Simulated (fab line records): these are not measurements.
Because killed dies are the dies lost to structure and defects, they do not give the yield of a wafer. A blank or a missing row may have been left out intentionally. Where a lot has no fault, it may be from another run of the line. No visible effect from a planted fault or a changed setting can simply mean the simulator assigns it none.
Split-lot study + flow n5Finfet + 39 wafers read across 7 lots, on a route 1938 steps long

THE SPLIT ITSELF
At N5_MOL_CONTACT_COAG_VIA_ETCH_46 (etches SiO2 in C4F6/O2, target depth 46 nm, overetch 9.2 nm, time 40 s), the setting biasW was moved away from the recipe's 455 W on 12 of the 39 wafers read, by +7.6% to +15.7%. For the rest of the wafers, this setting stayed at what the recipe calls for.

Reading taken at the split's own step.

THE READING
rfVppV, in V, at N5_MOL_CONTACT_COAG_VIA_ETCH_46 (etches SiO2 in C4F6/O2, target depth 46 nm, overetch 9.2 nm, time 40 s). On this fab line, fault-free wafers typically give 1592 V with a standard deviation of 11 V.

| wafer  | tool, chamber at the split | biasW as run, W | against the recipe | rfVppV, V | against lot-mates on the recipe |
|--------|----------------------------|-----------------|--------------------|-----------|---------------------------------|
| L078.1 | rieDiel-04, 1              | 455             | recipe             | 1568      | -                               |
| L078.2 | rieDiel-04, 2              | 455             | recipe             | 1590      | -                               |
| L078.3 | rieDiel-04, 3              | 455             | recipe             | 1598      | -                               |
| L078.4 | rieDiel-04, 0              | 511.6           | +12.4%             | 1734      | +149                            |
| L078.5 | rieDiel-04, 0              | 511.6           | +12.4%             | 1732      | +147                            |
| L078.6 | rieDiel-04, 1              | 511.6           | +12.4%             | 1710      | +125                            |
| L079.1 | rieDiel-02, 1              | 455             | recipe             | 1606      | -                               |
| L079.2 | rieDiel-02, 0              | 526.5           | +15.7%             | 1769      | +170                            |
| L079.3 | rieDiel-02, 2              | 455             | recipe             | 1603      | -                               |
| L079.4 | rieDiel-02, 3              | 526.5           | +15.7%             | 1770      | +171                            |
| L079.5 | rieDiel-02, 3              | 455             | recipe             | 1587      | -                               |
| L079.6 | rieDiel-02, 2              | 526.5           | +15.7%             | 1785      | +186                            |
| L086.1 | rieDiel-05, 0              | 489.8           | +7.6%              | 1693      | +101                            |
| L086.2 | rieDiel-05, 1              | 455             | recipe             | 1585      | -                               |
| L086.3 | rieDiel-05, 2              | 489.8           | +7.6%              | 1699      | +107                            |
| L086.4 | rieDiel-05, 3              | 489.8           | +7.6%              | 1673      | +81                             |
| L086.5 | rieDiel-05, 0              | 455             | recipe             | 1605      | -                               |
| L086.6 | rieDiel-05, 1              | 455             | recipe             | 1585      | -                               |
| L085.1 | rieDiel-05, 0              | 455             | recipe             | 1605      | -                               |
| L085.2 | rieDiel-05, 1              | 455             | recipe             | 1583      | -                               |
| L085.3 | rieDiel-05, 3              | 455             | recipe             | 1584      | -                               |
| L085.4 | rieDiel-05, 2              | 455             | recipe             | 1608      | -                               |
| L085.5 | rieDiel-05, 1              | 455             | recipe             | 1586      | -                               |
| L085.6 | rieDiel-05, 0              | 455             | recipe             | 1603      | -                               |
| L090.1 | rieDiel-04, 2              | 455             | recipe             | 1588      | -                               |
| L090.2 | rieDiel-04, 3              | 455             | recipe             | 1597      | -                               |
| L090.3 | rieDiel-04, 1              | 514.2           | +13.0%             | 1716      | +125                            |
| L090.4 | rieDiel-04, 0              | 455             | recipe             | 1588      | -                               |
| L090.5 | rieDiel-04, 3              | 514.2           | +13.0%             | 1747      | +156                            |
| L090.6 | rieDiel-04, 2              | 514.2           | +13.0%             | 1738      | +147                            |
| L093.1 | rieDiel-02, 3              | 455             | recipe             | 1586      | -                               |
| L093.2 | rieDiel-02, 0              | 455             | recipe             | 1586      | -                               |
| L093.6 | rieDiel-02, 3              | 455             | recipe             | 1589      | -                               |
| L097.1 | rieDiel-04, 2              | 455             | recipe             | 1587      | -                               |
| L097.2 | rieDiel-04, 0              | 455             | recipe             | 1586      | -                               |
| L097.3 | rieDiel-04, 3              | 455             | recipe             | 1597      | -                               |
| L097.4 | rieDiel-04, 1              | 455             | recipe             | 1566      | -                               |
| L097.5 | rieDiel-04, 3              | 455             | recipe             | 1596      | -                               |
| L097.6 | rieDiel-04, 0              | 455             | recipe             | 1587      | -                               |

FIT RESULTS
A straight line over all 39 wafers: rfVppV changes by +11.4 V for each +1% of biasW; r = +0.99; the points scatter about the line by 11 V.
The same after taking each lot's own level away (the mean of its wafers on the recipe; 39 wafers): +11.2 V for each +1%; r = +0.99; scatter 11 V.
That fit puts the effect of the largest move of biasW on the reading at 1.8e+02 V.
The lots' own levels span 1585.3 to 1598.7 V, that is 1.2 times the standard deviation above.
The two slopes are in agreement: the lot-to-lot level therefore moves the slope only a little.
Check: with one of the wafers moved furthest among these (+15.7%) left out of the fit, the line predicts +178 V for it against its lot-mates. Against them it came out at +170 V.
Tool readings at the split's step, against how far the setting was moved: rfVppV r = +0.99.

OTHER SPLITS APPLIED TO THESE WAFERS
Other splits were also applied to these wafers ahead of the reading. Each is held against what the fit with the lots' levels taken away leaves over:
| other split on the same wafers     | wafers away from the commonest value | r with rfVppV (lot level and that fit taken away) |
|------------------------------------|--------------------------------------|---------------------------------------------------|
| N5_FIN_SAQP_HM_DEP_72 timeS        | 18                                   | +0.09                                             |
| N5_DUMMY_GATE_ETCH_31 targetDepthA | 15                                   | +0.14                                             |
| N5_DUMMY_GATE_ETCH_32 timeS        | 6                                    | +0.25                                             |
| N5_SD_EPI_P_EPI_21 dopantConcCm3   | 9                                    | +0.21                                             |
| N5_HKMG_FIN_ETCH_32 biasW          | 12                                   | -0.14                                             |

THE FILE'S OWN FIT
rfVppV changes by +11.3 V for each +1% of biasW, r = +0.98.
